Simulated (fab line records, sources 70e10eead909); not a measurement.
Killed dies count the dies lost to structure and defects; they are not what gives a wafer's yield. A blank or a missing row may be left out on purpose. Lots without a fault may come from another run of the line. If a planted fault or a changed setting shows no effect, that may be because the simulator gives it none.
Code-filled problem report in 8D (eight disciplines) form    flow nand harc    the parts of the form that need people (team, actions taken, sign-off) are left out

1. WHAT WENT WRONG
Wafers with no fault read 28 with a standard deviation of 11, whereas killed at array at NHARC_END_SORT_01 reads a mean of 583 on 1 wafer of 1 lot. Measured from the usual mean, that is +50 standard deviations.
The first sign was on wafer L506.1 at day 24 18:03, on prober-01. The record holds 3 wafers of 1 lot with a number at this step. Rule for "out", or "out of limits": more than 4 standard deviations from the usual mean. All remaining wafers that have a number are taken as sound.

2. WHAT IT IS; WHAT IT IS NOT
question                     is                            is not
which readings at this step  killed at array, killed dies  killed at other, killed at periphery, killed open, killed short
which lots                   L506                          -
which wafers of those lots   L506.1                        L506.3, L506.4
read on which gauges         prober-01                     -
when                         from day 24 18:03             up to then (0 sound wafers); but 2 sound wafers of L506 came after

3. SUSPECTS, AND WHAT RULES EACH OUT
Counting: a tool at a process step up to the reading stays a suspect if it ran every lot that is out. Sound lots after the first of them don't rule it out here, since some wafers of a struck lot are sound.
- ruled out: the gauge at NHARC_END_SORT_01. All the wafers that are out were read on prober-01, but those of them that NHARC_A_STAIRCASE_ETCH_13 has rows for are out there too, on other tools.
- pecvd-04 at NHARC_A_STAIRCASE_DEP_156 (deposits SiNx, target thk 50 nm): kept. It ran the lot that is out, L506 (day 15 00:26).
- rie diel-01 at NHARC_A_STAIRCASE_TRIM_12 (chemistry O2, time 211.2 s): kept. It ran the lot that is out, L506 (day 15 03:29).
- rie diel-01 at NHARC_A_STAIRCASE_ETCH_13 (etches the open film in C4F8/O2, target depth 100 nm, time 40.5 s): kept. It ran the lot that is out, L506 (day 15 03:38). Its own oes product au readings are out on those wafers.
- rie diel-01 at NHARC_A_STAIRCASE_ETCH_23 (etches the open film in C4F8/O2, target depth 100 nm, time 40.5 s): kept. It ran the lot that is out, L506 (day 24 18:03). With no start given for some of its lots, NHARC_A_STAIRCASE_ETCH_23 uses the hours and lot order of NHARC_END_SORT_01.
- pecvd-04, NHARC_A_STAIRCASE_DEP_156: wafers that are out in chamber 0, sound lot-mates in chambers 1, 2.
- rie diel-01, NHARC_A_STAIRCASE_TRIM_12: wafers that are out in chamber 2, sound lot-mates in chambers 0, 3.
- rie diel-01, NHARC_A_STAIRCASE_ETCH_13: wafers that are out in chamber 2, sound lot-mates in chambers 0, 1.
- rie diel-01, NHARC_A_STAIRCASE_ETCH_23: wafers that are out in chamber 3, sound lot-mates in chambers 0, 2.
Left after counting: pecvd-04 at NHARC_A_STAIRCASE_DEP_156, rie diel-01 at NHARC_A_STAIRCASE_TRIM_12, rie diel-01 at NHARC_A_STAIRCASE_ETCH_13, rie diel-01 at NHARC_A_STAIRCASE_ETCH_23.

4. THE CAUSE (what the simulator had put in)
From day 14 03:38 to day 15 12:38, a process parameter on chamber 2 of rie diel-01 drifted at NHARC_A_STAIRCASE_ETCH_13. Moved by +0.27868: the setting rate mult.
Counting left 4 suspects, and this tool is among them.

5. THE EFFECT CHAIN, in route order
Each row: a reading where the mean over the struck wafers with a number is more than 3 standard deviations away from the usual. Only readings whose record carries a usual standard deviation are examined. hours: median over the lots of the time between each lot's start at the first step of this table that gives one and its start at this step. sigmas: the change, counted in usual standard deviations.
hours  step                       reading          usual       on struck wafers  change  sigmas
0      NHARC_A_STAIRCASE_ETCH_13  oes product au   0.942 a.u.  1.123             +0.181  +11
230    NHARC_END_SORT_01          killed at array  28          583               +555    +50
230    NHARC_END_SORT_01          killed dies      31          590               +559    +47
The process steps in it:
- NHARC_A_STAIRCASE_ETCH_13: etches the open film in C4F8/O2, target depth 100 nm, time 40.5 s.

6. WHAT WOULD HAVE CAUGHT IT SOONER
Counted from the fault's start at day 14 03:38, it took 254 hours until the first out-of-limits reading at a measuring or inspecting step in this record, taken at day 24 18:03.
Tool's own readings at NHARC_A_STAIRCASE_ETCH_13, oes product au: out on all struck wafers the step has rows for; an alarm limit on them would have tripped on the first.
The start of NHARC_A_STAIRCASE_ETCH_13 on rie diel-01 came by day 24 18:03 for every one of the lots that are out (1). Tool hold at that time: it would have spared none of them.
